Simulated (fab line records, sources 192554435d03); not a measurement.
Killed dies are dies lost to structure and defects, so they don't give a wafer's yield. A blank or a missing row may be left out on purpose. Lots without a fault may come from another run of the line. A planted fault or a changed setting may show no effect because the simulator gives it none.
fab line records | flow n5_finfet
record lots=9 wafers=27 last_day=19
route steps=1938 shown BEOL_M0_SAQP@689 BEOL_M0@715 BEOL_M4@1111
lots that met no fault: from a run of the same line without faults
start_h: hours from the record's first day to the start of the lot's first wafer shown | wait_h: hours since the lot's step before | " the same as in the row above | L1.1+2: a row that stands for several wafers | - no value, or no start given | * or withheld: withheld | < > ~ a bound
route shown NAME@n: a module of which the file shows steps, and the number in the route of the first | usual: mean/standard deviation of fault-free wafers | same: alike in all rows | chamber/n: place in a boat | sites: the reading at each site | _std_site: their standard deviation | _edge_site: outer sites' mean less inner sites' | radius_mm: how far each site lies from the wafer's centre | mask NAME#n: copy n | behind: the tool/chamber that last shaped the wafer | hold: why the lot was held/for how many hours/how that ended | device: the transistor (n, p or np) that didn't switch | end of line: the same wafers' tests at the end of the route | a step without rows: its recipe alone | killed: dies lost to structure and defects at the first sort, not the wafer's yield | map: a wafer's dies, x killed, . not, _ none there
set.NAME: the setting as run; set.NAME@STEP: as run at that earlier step | model.NAME: the simulator's own value behind a step, which no gauge read
steps of the route over a sample of lots; a table a step, a row a wafer
services: from which hour (start_h, from the record's first day; less than 0 if before it) a tool's chamber was out of use, for how many hours, and why
## steps
# step N5_BEOL_M0_SAQP_CD_MEAS_40
# recipe target_cd_nm=30 landing_energy_ev=500 detector=se_inlens
# usual cd_nm=30.10/0.25
# columns lot.wafer tool chamber start_h wait_h cd_nm
L273.2 cd_sem-01 0 117.53 - 30.54
L273.5 " 0 " " 30.27
L273.6 " 0 " " 29.98
L282.2 cd_sem-03 0 166.49 - 29.82
L282.3 " 0 " " 30.87
L282.4 " 0 " " 30.50
L284.4 cd_sem-03 0 182.38 - 30.28
L284.5 " 0 " " 29.98
L284.6 " 0 " " 30.06
L286.4 cd_sem-01 0 194.66 - 30.50
L286.5 " 0 " " 29.98
L286.6 " 0 " " 30.11
L287.2 cd_sem-03 0 200.38 - 30.12
L287.3 " 0 " " 30.16
L287.4 " 0 " " 30.25
L288.1 cd_sem-01 0 202.88 - 30.38
L288.5 " 0 " " 30.38
L288.6 " 0 " " 29.94
L290.1 cd_sem-02 0 219.63 - 30.07
L290.2 " 0 " " 29.95
L290.4 " 0 " " 29.94
L294.1 cd_sem-02 0 242.11 - 29.94
L294.4 " 0 " " 30.17
L294.5 " 0 " " 29.82
L295.2 cd_sem-03 0 244.17 - 30.22
L295.3 " 0 " " 30.17
L295.6 " 0 " " 29.85
# step N5_BEOL_M0_SAQP_CUT_ETCH_46
# recipe chemistry=N2/H2 target=SOC target_depth_a=1350 overetch_a=270 temp_c=40 time_s=202.5 ion_energy_ev=200 mask_material=SiARC pressure_mtorr=30 source_w=840 bias_w=150 n2_flow_sccm=200 h2_flow_sccm=200
# usual bias_w=150.0/0.44 chamber_pressure_mTorr=29.999/0.027 drypump_motor_current_A=5.8/0.53 rf_vpp_V=524.4/2.3 showerhead_plenum_p_Torr=2.56/0.076 throttle_valve_pct=17.75/0.26
# columns lot.wafer tool chamber start_h wait_h bias_w chamber_pressure_mTorr drypump_motor_current_A rf_hours_counter_h rf_vpp_V showerhead_plenum_p_Torr throttle_valve_pct
L273.2 rie_diel-06 3 117.73 0.0 150.5 30.034 6.0 130 524.6 2.54 17.62
L273.5 " 3 " " 150.7 30.010 6.0 - 525.2 2.54 17.63
L273.6 " 0 " " 150.0 29.989 6.6 - 525.4 2.62 17.28
L282.2 rie_diel-06 1 166.70 0.0 149.4 30.003 5.2 5 524.8 2.61 17.93
L282.3 " 3 " " 149.6 29.994 5.9 145 524.6 2.53 17.64
L282.4 " 0 " " 150.1 30.015 6.6 28 525.8 2.61 17.30
L284.4 rie_diel-06 0 182.58 0.0 150.3 30.002 6.6 33 524.7 2.61 17.32
L284.5 " 2 " " 149.1 29.944 6.0 - 527.1 2.65 17.81
L284.6 " 3 " " 150.3 29.972 6.0 - 524.4 2.53 17.65
L286.4 rie_diel-06 1 194.86 0.0 149.9 30.020 5.2 14 525.3 2.60 17.94
L286.5 " 1 " " 149.9 29.984 5.2 - 524.8 2.60 17.95
L286.6 " 2 " " 149.4 30.013 6.0 - 525.9 2.64 17.80
L287.2 rie_diel-01 2 200.59 0.0 149.9 30.039 5.9 108 528.0 2.66 17.75
L287.3 " 1 " " 149.6 30.007 5.8 196 521.5 2.43 18.01
L287.4 " 0 " " 150.6 30.053 6.1 179 521.4 2.54 18.01
L288.1 rie_diel-06 1 203.11 0.0 150.2 29.990 5.2 17 526.5 2.60 17.94
L288.5 " 2 " " 149.8 30.019 6.0 - 526.1 2.64 17.79
L288.6 " 1 " " 149.8 30.010 5.2 - 525.5 2.60 17.94
L290.1 rie_diel-03 3 219.91 0.0 150.9 29.989 4.7 144 520.9 2.44 17.98
L290.2 " 1 " " 149.6 29.997 5.0 108 521.0 2.46 18.07
L290.4 " 2 " " 150.0 30.029 5.1 102 523.3 2.57 17.83
L294.1 rie_diel-01 3 242.32 0.0 149.8 30.045 6.3 59 523.0 2.46 17.36
L294.4 " 1 " " 150.7 29.974 5.8 209 518.6 2.43 18.05
L294.5 " 0 " " 150.0 29.986 6.0 - 523.5 2.53 18.01
L295.2 rie_diel-01 1 244.37 0.0 149.5 29.994 5.8 210 520.2 2.43 18.03
L295.3 " 3 " " 150.0 30.009 6.2 60 521.0 2.46 17.38
L295.6 " 2 " " 149.8 30.034 5.9 - 528.4 2.66 17.77
# step N5_BEOL_M0_ETCH_138
# recipe chemistry=CH3F/O2 target_depth_a=120 target=SiCN time_s=31.6 ion_energy_ev=120 pressure_mtorr=30 source_w=395 bias_w=75 Ar_flow_sccm=150 CH3F_flow_sccm=30 O2_flow_sccm=20 ends=cleared
# usual bias_w=74.96/0.2 chamber_pressure_mTorr=30.000/0.028 drypump_motor_current_A=5.8/0.44 etch_rf_on_time_s=29.6/1 oes_product_au=0.63/0.051 rf_vpp_V=297.4/1.7 showerhead_plenum_p_Torr=2.00/0.077 throttle_valve_pct=16.39/0.25
# columns lot.wafer tool chamber start_h wait_h bias_w chamber_pressure_mTorr drypump_motor_current_A etch_rf_on_time_s oes_product_au rf_hours_counter_h rf_vpp_V showerhead_plenum_p_Torr throttle_valve_pct
L273.2 rie_diel-04 0 119.25 0.0 75.23 29.970 5.6 28.4 0.69 63 294.4 1.94 15.90
L273.5 " 2 " " 74.71 29.969 6.1 29.1 0.64 - 295.3 1.92 16.22
L273.6 " 1 " " 74.82 29.955 5.3 29.6 0.62 - 299.4 2.08 16.73
L282.2 rie_diel-04 3 168.48 0.0 81.99 30.015 5.8 28.8 0.61 210 315.0 2.06 16.73
L282.3 " 2 " " 82.03 29.986 6.0 27.2 0.65 187 313.3 1.91 16.25
L282.4 " 2 " " 82.02 29.954 6.0 27.9 0.65 - 312.3 1.91 16.25
L284.4 rie_diel-04 2 184.10 0.0 81.86 30.028 6.1 29.5 0.64 192 312.3 1.91 16.26
L284.5 " 0 " " 82.11 29.976 5.6 28.6 0.69 - 313.6 1.93 15.95
L284.6 " 1 " " 82.16 30.002 5.3 30.2 0.62 - 316.5 2.08 16.76
L286.4 rie_diel-02 3 196.44 0.0 75.03 30.006 4.9 29.3 0.61 220 295.7 1.96 16.34
L286.5 " 3 " " 74.77 30.005 4.9 29.4 0.61 - 296.0 1.96 16.33
L286.6 " 2 " " 75.10 29.985 6.4 29.0 0.72 - 298.7 2.12 16.24
L287.2 rie_diel-02 1 202.21 0.0 74.93 30.025 5.8 31.7 0.60 208 299.1 2.06 16.50
L287.3 " 2 " " 74.81 29.999 6.4 28.8 0.71 74 298.9 2.12 16.23
L287.4 " 3 " " 74.57 29.983 4.9 30.0 0.60 222 296.7 1.96 16.34
L288.1 rie_diel-05 2 204.57 0.0 75.08 30.000 5.6 28.8 0.62 209 299.1 2.05 16.16
L288.5 " 2 " " 75.02 30.006 5.6 29.0 0.61 - 298.4 2.05 16.16
L288.6 " 3 " " 74.99 29.987 6.1 29.7 0.64 - 297.1 1.99 16.42
L290.1 rie_diel-02 1 222.38 0.0 74.82 29.994 5.8 30.3 0.60 216 298.1 2.05 16.52
L290.2 " 2 " " 75.02 29.974 6.4 28.1 0.70 81 300.4 2.11 16.26
L290.4 " 1 " " 74.90 29.995 5.8 31.2 0.59 - 298.7 2.05 16.50
L294.1 rie_diel-04 0 243.99 0.0 75.14 30.011 5.6 29.2 0.66 107 296.0 1.93 15.99
L294.4 " 3 " " 74.79 30.021 5.7 30.8 0.58 235 299.8 2.06 16.76
L294.5 " 3 " " 75.06 29.967 5.7 30.3 0.57 - 298.3 2.06 16.78
L295.2 rie_diel-02 3 245.89 0.0 74.91 30.010 4.9 28.5 0.59 239 296.0 1.96 16.35
L295.3 " 2 " " 75.34 29.984 6.4 28.6 0.70 90 298.6 2.11 16.27
L295.6 " 2 " " 75.01 30.026 6.4 29.7 0.70 - 300.1 2.11 16.27
# step N5_BEOL_M0_PRE_CLEAN_113
# recipe gas=H2/He time_s=30 temp_c=250
# usual heater_power_w=341/35
# columns lot.wafer tool chamber start_h wait_h heater_power_w
L273.2 pvd_sputter-02 - 123.08 0.0 348
L273.5 " - " " 401
L273.6 " - " " 306
L282.2 pvd_sputter-01 - 171.87 0.0 289
L282.3 " - " " 345
L282.4 " - " " 332
L284.4 pvd_sputter-02 - 185.39 0.0 313
L284.5 " - " " 347
L284.6 " - " " 398
L286.4 pvd_sputter-03 - 199.82 0.0 375
L286.5 " - " " 368
L286.6 " - " " 319
L287.2 pvd_sputter-03 - 204.89 0.0 287
L287.3 " - " " 372
L287.4 " - " " 311
L288.1 pvd_sputter-02 - 207.88 0.0 308
L288.5 " - " " 350
L288.6 " - " " 354
L290.1 pvd_sputter-01 - 227.22 0.0 335
L290.2 " - " " 337
L290.4 " - " " 275
L294.1 pvd_sputter-02 - 247.08 0.0 338
L294.4 " - " " 390
L294.5 " - " " 302
L295.2 pvd_sputter-02 - 247.28 0.0 368
L295.3 " - " " 355
L295.6 " - " " 353
# step N5_BEOL_M4_RC_MEAS_101
# usual DIBL_N=36.6/1.9 DIBL_P=36.7/2.2 IOFF_N=0.16/0.035 IOFF_P=0.22/0.038 ION_N=672/14 ION_P=462/8.3 SS_N=71.6/0.65 SS_P=73.5/0.72 VT_N=250/3.5 VT_P=-250/3.1
# columns lot.wafer tool chamber start_h wait_h DIBL_N[mV/V] DIBL_P[mV/V] IOFF_N[nA/um] IOFF_P[nA/um] ION_N[uA/um] ION_P[uA/um] SS_N[mV/dec] SS_P[mV/dec] VT_N[mV] VT_P[mV]
L273.2 prober-01 0 203.17 0.2 39.2 40.5 0.22 0.34 686 483 71.1 74.5 243 -239
L273.5 " 0 " " 37.5 39.0 0.17 0.29 677 471 71.0 73.9 247 -244
L273.6 " 0 " " 33.2 32.6 0.10 0.18 646 455 69.9 72.5 255 -252
L282.2 prober-02 0 249.28 0.2 36.3 36.6 0.15 0.21 678 468 71.1 73.3 252 -252
L282.3 " 0 " " 37.3 38.0 0.16 0.23 659 459 71.4 74.0 250 -248
L282.4 " 0 " " 36.5 37.6 0.16 0.22 681 463 71.4 73.7 247 -250
L284.4 prober-01 0 254.94 0.5 32.7 34.8 0.12 0.18 655 459 70.9 72.7 252 -252
L284.5 " 0 " " 36.4 38.2 0.18 0.23 670 466 72.2 73.1 249 -249
L284.6 " 0 " " 33.4 34.6 0.12 0.18 665 460 71.6 72.6 253 -252
L286.4 prober-01 0 272.38 0.5 35.5 35.2 0.13 0.18 650 451 71.8 73.1 252 -251
L286.5 " 0 " " 33.3 32.9 0.11 0.16 656 459 70.9 72.7 254 -254
L286.6 " 0 " " 35.3 34.6 0.14 0.18 665 452 71.5 73.1 253 -251
L287.2 prober-02 0 279.73 0.2 34.9 35.8 0.13 0.18 671 456 72.0 73.1 253 -253
L287.3 " 0 " " 36.9 37.6 0.18 0.22 673 454 72.6 73.7 250 -250
L287.4 " 0 " " 36.8 38.6 0.17 0.24 672 463 71.8 73.5 249 -248
L288.1 prober-01 0 283.47 0.0 36.6 32.5 0.13 0.18 661 455 71.1 73.0 252 -254
L288.5 " 0 " " 37.8 34.6 0.16 0.22 673 457 71.8 74.1 247 -249
L288.6 " 0 " " 41.0 37.7 0.23 0.27 677 462 72.7 74.2 244 -249
L290.1 prober-02 0 293.14 0.0 36.2 37.9 0.19 0.24 674 467 71.5 74.5 246 -247
L290.2 " 0 " " 36.8 38.9 0.19 0.25 671 464 71.4 73.9 248 -248
L290.4 " 0 " " 35.7 37.4 0.18 0.23 679 465 72.3 73.9 247 -247
L295.2 prober-02 0 319.81 0.2 38.0 37.2 0.19 0.26 699 472 71.8 73.5 249 -244
L295.3 " 0 " " 39.0 39.1 0.23 0.31 682 467 71.8 74.1 245 -244
L295.6 " 0 " " 37.8 36.6 0.18 0.25 674 463 72.4 73.6 248 -245
L294.1 prober-02 0 326.31 0.0 38.1 37.1 0.19 0.25 669 458 71.4 73.8 249 -248
L294.4 " 0 " " 35.2 34.2 0.14 0.19 680 466 71.2 72.6 251 -250
L294.5 " 0 " " 35.7 34.4 0.14 0.21 678 474 71.6 73.6 249 -248
## services
# columns tool chamber start_h hours kind
rie_diel-01 0 99.20 8.2 repair
rie_diel-01 1 103.86 16.6 repair
pvd_sputter-03 - 107.51 2.6 repair
rie_diel-05 - 117.75 0.6 repair
rie_diel-06 1 125.06 - clean
rie_diel-06 1 125.06 - consumable_replace:focus_ring
rie_diel-06 1 125.06 11.0 scheduled_down
rie_diel-06 1 125.06 11.0 vent_cycle
rie_diel-05 - 126.84 0.3 repair
pvd_sputter-02 - 134.88 5.2 repair
pvd_sputter-03 - 139.96 3.3 repair
rie_diel-03 - 143.10 1.2 repair
rie_diel-04 0 146.11 2.5 repair
rie_diel-06 1 151.90 8.1 repair
rie_diel-01 - 164.46 0.3 repair
pvd_sputter-02 - 168.67 3.0 repair
rie_diel-06 3 170.12 4.2 repair
rie_diel-02 0 205.33 - clean
rie_diel-02 0 205.33 - consumable_replace:focus_ring
rie_diel-02 0 205.33 - consumable_replace:showerhead
rie_diel-02 0 205.33 23.1 scheduled_down
rie_diel-06 2 224.10 3.8 repair
rie_diel-02 1 236.01 1.8 repair
rie_diel-04 - 241.54 0.5 repair
## key
first_sign step=N5_BEOL_M0_ETCH_138 reading=bias_w direction=up sigmas=35 usual=* struck=*
effect step=N5_BEOL_M0_ETCH_138 reading=rf_vpp_V direction=up sigmas=9.6 usual=297.4 struck=313.8
met_at N5_BEOL_M0_ETCH_138
struck_lots L282,L284
not_acting_at N5_BEOL_M0_SAQP_CD_MEAS_40,N5_BEOL_M0_SAQP_CUT_ETCH_46,N5_BEOL_M0_PRE_CLEAN_113
onset_between 119.25 168.48
fault kind=process_parameter_drift tool=rie_diel-04 chamber=- onset_h=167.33 steps=N5_BEOL_M0_ETCH_138 channel=bias_w offset=* shape=step end_h=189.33 acts_in=* stated=*
